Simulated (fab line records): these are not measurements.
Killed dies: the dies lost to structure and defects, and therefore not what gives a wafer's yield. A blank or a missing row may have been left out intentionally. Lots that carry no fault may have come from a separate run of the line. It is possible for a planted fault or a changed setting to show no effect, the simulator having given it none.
Problem report in the 8D (eight disciplines) form, filled by code    flow n5Finfet    the parts of the form that need people (team, actions taken, sign-off) are left out

== 1. THE PROBLEM ==
M13_ILD_THK at N5_BEOL_M13_THK_MEAS_01 reads a mean of 672 nm on 3 wafers of 3 lots; wafers without a fault read 839 nm with a standard deviation of 11. Measured from the usual mean, that is -15 standard deviations.
Seen first at day 13 11:10 on filmMetro-01, wafer L254.6. The record holds 28 wafers of 10 lots with a number at this step. The rule behind "out" and "out of limits": a value lying over 4 standard deviations away from the usual mean. All remaining wafers that have a number are taken as sound.

== 2. WHAT THIS IS AND IS NOT ==
question                     is                          is not
which readings at this step  M13_ILD_THK                 -
which lots                   L254, L256, L257            L247, L248, L250, L260, L262, L264, L265
which wafers of those lots   L254.6, L256.6, L257.3      L254.4, L256.1, L257.4, L257.5
read on which gauges         filmMetro-01, filmMetro-02  -
when                         from day 13 11:10           up to then (10 sound wafers); but 15 sound wafers of L256, L257, L260, L262, L264, L265 came after

== 3. SUSPECTS, AND WHAT RULES EACH OUT ==
Counting: any tool at a process step up to the reading remains a suspect provided it ran every lot that is out. Sound lots after the first of them don't rule it out here, since some wafers of a struck lot are sound.
- ruled out: the gauge at N5_BEOL_M13_THK_MEAS_01. Those wafers that are out were read across 2 gauges (filmMetro-01, filmMetro-02).
- pecvd-03 at N5_BEOL_M13_ILD_DEP_00 (deposits SiOC from DEMS/O2, target thk 837.92 nm, time 166.4 s): kept. Ran every lot that is out, first one L254 (day 13 11:04); last sound lot up to then L250 (day 12 11:30). On those wafers its own readings are out: runLengthS.
Remaining after the count: pecvd-03 at N5_BEOL_M13_ILD_DEP_00.

== 4. THE CAUSE (what the simulator had put in) ==
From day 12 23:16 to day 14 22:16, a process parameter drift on pecvd-03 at N5_BEOL_M13_ILD_DEP_00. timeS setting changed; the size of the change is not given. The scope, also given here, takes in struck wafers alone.
Counting left only this tool.

== 5. SEQUENCE OF EFFECTS, ordered by route ==
One row per reading whose mean, taken over the struck wafers that have a number, lies over 3 standard deviations from the usual. Only readings whose record carries a usual standard deviation are examined. hours: median over the lots of the time between each lot's start at the first step of this table that gives one and its start at this step. sigmas: the change, counted in usual standard deviations.
hours  step                     reading               usual       on struck wafers  change  sigmas
0      N5_BEOL_M13_ILD_DEP_00   runLengthS            210.9 s     175.8             -35.1   -59
0      N5_BEOL_M13_THK_MEAS_01  M13_ILD_THK           839 nm      672               -167    -15
1      N5_BEOL_M13_STRIP_63     oesProductAu          0.674 a.u.  0.693             +0.019  +4.3
1      N5_BEOL_M13_STRIP_63     stripTimeToEndpointS  27.8 s      41.4              +13.6   +12
The process steps in it:
- N5_BEOL_M13_ILD_DEP_00: deposits SiOC from DEMS/O2, target thk 837.92 nm, time 166.4 s.
- N5_BEOL_M13_STRIP_63: strips in N2/H2.
Readings that are blank on the struck wafers while sound wafers have them: rfFwdPowerW at N5_BEOL_M13_ILD_DEP_00.

== 6. HOW IT WOULD HAVE BEEN CAUGHT EARLIER ==
The first out-of-limits reading at a measuring or inspecting step in this record came at day 13 11:10, 12 hours after the fault's start at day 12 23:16.
At N5_BEOL_M13_ILD_DEP_00, the tool's own readings (runLengthS) were out on each struck wafer the step has a row for, so an alarm limit on them would have fired on the first such wafer.
Lots out: 3; of these, L257, L256 started N5_BEOL_M13_ILD_DEP_00 on pecvd-03 after day 13 11:10. A hold on the tool at that time would have spared those 2.
